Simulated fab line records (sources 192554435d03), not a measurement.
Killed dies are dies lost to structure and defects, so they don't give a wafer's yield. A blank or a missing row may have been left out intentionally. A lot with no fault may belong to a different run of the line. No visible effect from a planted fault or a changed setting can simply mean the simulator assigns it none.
Split-lot experiment    flow n5Finfet    21 wafers read from 7 lots, route of 1938 steps

## SPLIT DETAILS
At N5_ZERO_LAYER_ETCH_18 (etches Si in HBr/Cl2, target depth 120 nm, time 40 s), the setting biasW was moved away from the recipe's 75 W on 2 of the 21 wafers read, by -15.8% to -14.9%. All remaining wafers had this setting at the recipe value.

The split's own step is where the reading is taken.

## THE READING
etch.depthNm (the simulator's own value, which no gauge read), in nm, at N5_ZERO_LAYER_ETCH_18 (etches Si in HBr/Cl2, target depth 120 nm, time 40 s). No usual value for it is given in the file. Average 120.4 nm, standard deviation 1.1 nm, over the 19 wafers here run with the recipe.

wafer   tool, chamber at the split  biasW as run, W  against the recipe  etch.depthNm, nm  against lot-mates on the recipe
L075.2  rieSi-03, 1                 75               recipe              120.4             -
L075.3  rieSi-03, 2                 75               recipe              120.8             -
L075.6  rieSi-03, 2                 75               recipe              119.4             -
L077.1  rieSi-03, 1                 75               recipe              121.2             -
L077.2  rieSi-03, 0                 75               recipe              119.5             -
L077.5  rieSi-03, 1                 75               recipe              121.9             -
L078.4  rieSi-05, 1                 75               recipe              120.8             -
L078.5  rieSi-05, 3                 75               recipe              118.6             -
L078.6  rieSi-05, 2                 75               recipe              118               -
L081.1  rieSi-05, 0                 75               recipe              119.2             -
L081.3  rieSi-05, 1                 75               recipe              121               -
L081.5  rieSi-05, 1                 75               recipe              119.7             -
L082.1  rieSi-06, 1                 75               recipe              121.7             -
L082.2  rieSi-06, 0                 75               recipe              121.6             -
L082.5  rieSi-06, 0                 63.13            -15.8%              115.8             -5.9
L090.2  rieSi-06, 1                 75               recipe              120.9             -
L090.4  rieSi-06, 0                 75               recipe              119.6             -
L090.6  rieSi-06, 1                 63.79            -14.9%              115.1             -5.2
L093.4  rieSi-06, 0                 75               recipe              121.8             -
L093.5  rieSi-06, 1                 75               recipe              121.7             -
L093.6  rieSi-06, 2                 75               recipe              120.5             -

THE FIT
A straight line over all 21 wafers: etch.depthNm changes by +0.323 nm for each +1% of biasW; r = +0.80; the points scatter about the line by 1.1 nm.
The same after taking each lot's own level away (the mean of its wafers on the recipe; 21 wafers): +0.358 nm for each +1%; r = +0.91; scatter 0.8 nm.
On that fit, the largest move of biasW shifts the reading by 5.7 nm.
Measured against the standard deviation above, the lots' own levels, which go from 119.13 to 121.65 nm, span 2.2 times it.
The two slopes are in agreement: the lot-to-lot level therefore moves the slope only a little.
Check: with one of the wafers moved furthest among these (-15.8%) left out of the fit, the line predicts -5.45 nm for it against its lot-mates. Against them it came out at -5.85 nm.

## THE WHOLE CHAIN: every reading that the file lists as answering this split, in the file's order
step                   what it does                                          reading                                                                     change (the file's fit)                r (the file's)
N5_ZERO_LAYER_ETCH_18  etches Si in HBr/Cl2, target depth 120 nm, time 40 s  ZERO_LAYER.featureDepthNm (the simulator's own value, which no gauge read)  +0.356 nm for each +1% of the setting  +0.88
N5_ZERO_LAYER_ETCH_18  etches Si in HBr/Cl2, target depth 120 nm, time 40 s  etch.depthNm (the simulator's own value, which no gauge read)               +0.356 nm for each +1% of the setting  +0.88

## FILE'S OWN FIT
etch.depthNm changes by +0.356 nm for each +1% of biasW, r = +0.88.
